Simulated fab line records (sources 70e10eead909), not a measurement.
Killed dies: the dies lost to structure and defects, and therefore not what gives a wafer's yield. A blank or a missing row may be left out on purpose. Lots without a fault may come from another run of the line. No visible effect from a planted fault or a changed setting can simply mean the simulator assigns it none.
fab line records | flow nand_harc | part 2 of 2: steps 5 to 6 of 6
[record] lots = 23 wafers = 69 last_day = 24
route steps=1159 shown A_STAIRCASE@532
lots untouched by any fault: they come from a run of this same line in which no faults occurred
start_h: hours from the record's opening day to when the first of the lot's shown wafers began | wait_h: hours from the lot's prior step to this one | " as in the row above | L1.1+2: one row covering several wafers at once | - no value, or no start was given | * or withheld: withheld | < > ~ a bound
route shown NAME@n: NAME is a module with steps in the file, n the number in the route of the first one | usual: mean and standard deviation over wafers with no fault | same: alike in all rows | chamber/n: place in a boat | sites: per-site readings | _std_site: their standard deviation | _edge_site: outer sites' mean less inner sites' | radius_mm: how far each site lies from the wafer's centre | mask NAME#n: copy n | behind: the last tool/chamber to shape the wafer | hold: the reason the lot was held/the length of the hold in hours/how it ended | device: which transistor (n, p or np) failed to switch | end of line: the same wafers' tests at the end of the route | a step with no rows: only its recipe | killed: not the wafer's yield, but the dies lost to structure and defects at the first sort | map: a wafer's dies, x killed, . not, _ none there
set.NAME: the setting that was run; set.NAME@STEP: the one run at that earlier step | model.NAME: the simulator's own value behind a step, which no gauge read
the route's steps for a sample of lots (tables are steps, rows are wafers)
services: a tool's chamber out of use, with start hour (start_h, from the record's first day; less than 0 if before it), hours out, and reason
[[steps]]
[step NHARC_A_STAIRCASE_ETCH_199]
[recipe] target_depth_a = 1000 time_s = 40.5 ion_energy_ev = 400 c4f8_flow_sccm = 20 o2_flow_sccm = 10 ar_flow_sccm = withheld rf_w = 600 bias_w = 1000 chemistry = C4F8/O2
[usual] oes_product_au = 0.942/0.01 rf_vpp_V = 898/5.4
// columns lot.wafer tool chamber start_h wait_h oes_product_au rf_hours_counter_h rf_vpp_V
L074.1 rie_diel-11 0 - - 0.948 17 901
L074.3 " 1 " " 0.935 17 899
L074.5 " 1 " " 0.933 - 899
L076.1 rie_diel-11 1 - - 0.941 20 900
L076.2 " 2 " " 0.941 19 907
L076.5 " 3 " " 0.949 - 890
L075.2 rie_diel-01 2 - - 0.943 40 889
L075.3 " 1 " " 0.931 40 888
L075.6 " 0 " " 0.940 - 900
L078.2 rie_diel-11 2 - - 0.947 22 905
L078.6 " 2 " " 0.944 - 906
L078.5 " 3 " " 0.931 - 888
L077.4 rie_diel-06 3 - - 0.951 1 903
L077.3 " 0 " " 0.945 1 893
L077.5 " 3 " " 0.959 - 902
L080.2 rie_diel-11 1 - - 0.930 30 897
L080.1 " 2 " " 0.951 29 906
L080.6 " 3 " " 0.936 - 890
L079.1 rie_diel-11 3 - - 0.950 29 889
L079.4 " 0 " " 0.949 30 900
L079.6 " 3 " " 0.952 - 890
L083.3 rie_diel-06 0 - - 0.942 14 895
L083.4 " 1 " " 0.934 12 903
L083.6 " 1 " " 0.935 - 904
L082.3 rie_diel-01 0 - - 0.936 58 901
L082.4 " 1 " " 0.939 - 887
L082.6 " 3 " " 0.945 - 894
L081.3 rie_diel-11 1 - - 0.947 37 898
L081.1 " 2 " " 0.954 37 905
L081.6 " 1 " " 0.949 - 898
L084.3 rie_diel-06 0 - - 0.918 20 894
L084.2 " 3 " " 0.925 18 902
L084.6 " 0 " " 0.921 - 893
L085.1 rie_diel-11 3 - - 0.954 40 889
L085.4 " 0 " " 0.951 41 902
L085.3 " 1 " " 0.938 40 897
L087.1 rie_diel-06 0 - - 0.943 32 894
L087.3 " 1 " " 0.939 31 903
L087.2 " 2 " " 0.941 29 894
L086.2 rie_diel-06 1 - - 0.928 31 903
L086.4 " 2 " " 0.944 29 896
L086.5 " 3 " " 0.931 - 902
L089.1 rie_diel-01 2 - - 0.938 2 890
L089.4 " 3 " " 0.941 - 894
L089.5 " 2 " " 0.942 - 891
L088.2 rie_diel-06 3 - - 0.927 34 903
L088.5 " 1 " " 0.964 - 904
L088.6 " 2 " " 0.964 - 892
L091.1 rie_diel-06 3 - - 0.944 34 901
L091.3 " 0 " " 0.938 40 893
L091.5 " 1 " " 0.945 - 903
L092.4 rie_diel-06 0 - - 0.955 41 893
L092.2 " 2 " " 0.943 37 895
L092.1 " 3 " " 0.948 35 901
L093.3 rie_diel-06 0 - - 0.940 45 893
L093.1 " 1 " " 0.934 44 904
L093.2 " 3 " " 0.951 39 902
L094.3 rie_diel-01 0 - - 0.945 9 902
L094.1 " 1 " " 0.949 13 906
L094.5 " 3 " " 0.941 - 893
L096.4 rie_diel-01 0 - - 0.963 12 899
L096.1 " 1 " " 0.937 16 905
L096.5 " 3 " " 0.944 - 894
L097.1 rie_diel-06 2 - - 0.929 50 893
L097.2 " 3 " " 0.932 48 901
L097.3 " 0 " " 0.936 53 891
L095.4 rie_diel-06 3 - - 0.940 49 901
L095.2 " 1 " " 0.940 53 903
L095.5 " 0 " " 0.959 - 892
[step NHARC_A_STAIRCASE_TRIM_220]
[recipe] time_s = 211.2 o2_flow_sccm = 500 ar_flow_sccm = 0 bias_w = 0 chemistry = O2
[usual] drypump_motor_current_A = 5.7/0.4 o2_flow_sccm = 499.9/1.5 oes_product_au = 1.000/0.0073 rf_vpp_V = 57.9/0.87 showerhead_plenum_p_Torr = 3.59/0.14 throttle_valve_pct = 17.036/0.009
// columns lot.wafer tool chamber start_h wait_h drypump_motor_current_A o2_flow_sccm oes_product_au rf_hours_counter_h rf_vpp_V showerhead_plenum_p_Torr throttle_valve_pct
L074.3 rie_diel-01 3 243.99 0.1 5.8 500.9 0.993 39 58.0 3.50 17.027
L074.1 " 2 " " 5.7 500.2 1.012 38 58.4 3.40 17.044
L074.5 " 3 " " 5.8 499.0 1.012 - 57.5 3.50 17.023
L076.1 rie_diel-11 2 248.39 0.1 5.5 501.5 0.994 20 56.5 3.80 17.036
L076.2 " 3 " " 5.7 498.5 0.997 20 57.1 3.36 17.029
L076.5 " 0 " " 5.5 500.7 1.009 - 57.7 3.70 17.030
L075.3 rie_diel-11 2 249.57 0.1 5.5 501.1 1.009 21 57.4 3.80 17.036
L075.2 " 3 " " 5.8 498.9 0.998 21 56.7 3.36 17.050
L075.6 " 1 " " 6.4 501.2 0.999 - 58.3 3.60 17.036
L078.2 rie_diel-06 2 255.74 0.1 5.2 500.2 0.997 2 59.0 3.49 17.021
L078.5 " 0 " " 6.3 500.2 0.991 - 57.8 3.47 17.050
L078.6 " 1 " " 5.5 500.3 1.003 - 57.5 3.72 17.043
L077.4 rie_diel-06 3 255.91 0.1 5.4 499.8 0.999 2 59.5 3.70 17.029
L077.3 " 1 " " 5.5 500.8 0.997 2 57.1 3.72 17.052
L077.5 " 2 " " 5.3 496.2 1.007 - 57.9 3.49 17.029
L080.2 rie_diel-11 3 275.92 0.1 5.8 501.7 0.991 30 58.3 3.35 17.038
L080.1 " 1 " " 6.4 499.8 0.987 31 58.7 3.59 17.031
L080.6 " 2 " " 5.5 499.1 0.999 - 59.7 3.79 17.035
L079.4 rie_diel-11 3 276.81 0.1 5.8 499.0 1.004 30 57.1 3.35 17.041
L079.1 " 0 " " 5.5 499.9 1.004 31 59.4 3.69 17.034
L079.6 " 1 " " 6.4 500.3 0.989 - 58.3 3.59 17.032
L083.4 rie_diel-06 0 287.43 0.1 6.3 499.9 1.001 15 59.4 3.46 17.049
L083.3 " 1 " " 5.4 498.6 1.012 13 57.0 3.72 17.055
L083.6 " 0 " " 6.3 500.8 1.005 - 57.6 3.46 17.030
L082.3 rie_diel-11 3 288.98 0.1 5.8 501.2 1.000 34 57.7 3.35 17.035
L082.4 " 1 " " 6.4 500.3 1.003 36 58.3 3.59 17.049
L082.6 " 3 " " 5.7 501.2 1.004 - 60.7 3.35 17.029
L081.1 rie_diel-06 2 294.04 0.1 5.3 501.8 1.008 16 58.0 3.49 17.033
L081.3 " 3 " " 5.4 500.5 1.011 16 58.9 3.69 17.037
L081.6 " 2 " " 5.3 498.3 0.999 - 57.7 3.49 17.033
L084.3 rie_diel-06 1 308.39 0.1 5.5 500.5 1.013 25 59.1 3.71 17.035
L084.2 " 3 " " 5.4 501.0 0.993 23 58.8 3.69 17.032
L084.6 " 2 " " 5.3 501.6 0.998 - 58.4 3.48 17.035
L085.1 rie_diel-06 2 308.89 0.1 5.3 499.3 1.005 24 56.2 3.48 17.031
L085.4 " 3 " " 5.4 502.3 0.994 23 58.8 3.68 17.022
L085.3 " 0 " " 6.3 498.3 1.006 27 58.5 3.45 17.039
L087.1 rie_diel-06 1 320.39 0.1 5.4 499.9 1.003 32 57.6 3.71 17.021
L087.3 " 2 " " 5.3 500.0 1.006 30 57.8 3.48 17.032
L087.2 " 3 " " 5.3 499.4 1.000 28 59.4 3.68 17.048
L086.4 rie_diel-06 1 320.74 0.1 5.4 498.5 1.003 32 58.0 3.71 17.050
L086.2 " 2 " " 5.3 501.3 0.992 30 57.9 3.48 17.041
L086.5 " 1 " " 5.4 499.5 0.995 - 57.3 3.71 17.031
L089.1 rie_diel-11 1 334.37 0.1 6.4 501.9 0.980 52 58.7 3.58 17.036
L089.4 " 3 " " 5.7 498.1 0.991 54 57.2 3.34 17.054
L089.5 " 0 " " 5.5 496.7 0.994 - 58.4 3.68 17.039
L088.2 rie_diel-01 0 335.02 0.1 6.4 498.1 1.002 0 58.0 3.64 17.027
L088.6 " 1 " " 5.9 497.0 0.995 - 59.1 3.81 17.055
L088.5 " 2 " " 5.7 501.4 1.003 - 58.5 3.40 17.042
L091.3 rie_diel-06 0 338.22 0.1 6.3 498.6 0.999 41 57.3 3.45 17.036
L091.1 " 1 " " 5.4 500.1 0.994 40 58.3 3.70 17.047
L091.5 " 3 " " 5.4 500.1 0.998 - 57.9 3.68 17.040
L092.2 rie_diel-06 2 339.87 0.1 5.3 500.7 0.998 38 56.7 3.47 17.012
L092.4 " 3 " " 5.4 500.0 0.988 36 58.8 3.68 17.037
L092.1 " 0 " " 6.3 498.8 0.990 42 57.4 3.45 17.027
L093.3 rie_diel-06 2 347.74 0.1 5.3 499.2 1.004 41 56.9 3.47 17.033
L093.2 " 3 " " 5.4 500.8 0.996 39 57.1 3.68 17.041
L093.1 " 1 " " 5.5 501.6 1.009 44 58.2 3.70 17.046
L094.1 rie_diel-06 0 361.88 0.1 6.3 500.2 0.994 50 58.2 3.44 17.027
L094.3 " 2 " " 5.3 500.8 1.008 46 59.1 3.47 17.030
L094.5 " 0 " " 6.3 498.6 1.000 - 57.6 3.44 17.054
L096.1 rie_diel-01 1 371.24 0.1 6.0 502.5 1.006 17 57.9 3.80 17.024
L096.4 " 3 " " 5.8 500.8 1.002 17 56.6 3.48 17.037
L096.5 " 1 " " 5.9 503.0 0.994 - 58.9 3.80 17.037
L097.3 rie_diel-06 2 371.85 0.1 5.3 502.5 1.006 51 58.0 3.47 17.040
L097.1 " 0 " " 6.3 499.2 0.992 54 58.3 3.44 17.039
L097.2 " 1 " " 5.5 500.5 1.006 53 56.9 3.70 17.040
L095.4 rie_diel-01 3 373.34 0.1 5.8 498.9 1.000 18 58.2 3.48 17.033
L095.2 " 0 " " 6.4 500.2 0.991 13 57.1 3.64 17.020
L095.5 " 2 " " 5.7 499.4 1.004 - 57.6 3.39 17.024
[[services]]
// columns tool chamber start_h hours kind
rie_diel-06 0 221.72 - clean
rie_diel-06 1 221.72 - clean
rie_diel-06 2 221.72 - clean
rie_diel-06 3 221.72 - clean
rie_diel-01 3 229.49 2.7 repair
rie_diel-06 0 233.51 3.0 repair
rie_diel-06 - 241.20 9.0 pm
rie_diel-06 0 241.20 9.0 vent_cycle
rie_diel-06 1 241.20 9.0 vent_cycle
rie_diel-06 2 241.20 9.0 vent_cycle
rie_diel-06 3 241.20 9.0 vent_cycle
rie_diel-01 3 246.64 8.8 repair
rie_diel-06 0 250.20 - clean
rie_diel-06 1 250.20 - clean
rie_diel-06 2 250.20 - clean
rie_diel-06 3 250.20 - clean
rie_diel-06 1 271.27 7.5 repair
rie_diel-06 0 274.70 - clean
rie_diel-06 2 274.70 - clean
rie_diel-06 3 274.70 - clean
rie_diel-11 1 295.55 5.4 repair
rie_diel-01 0 310.45 24.0 repair
rie_diel-01 - 314.83 9.0 pm
rie_diel-11 - 366.50 9.0 pm
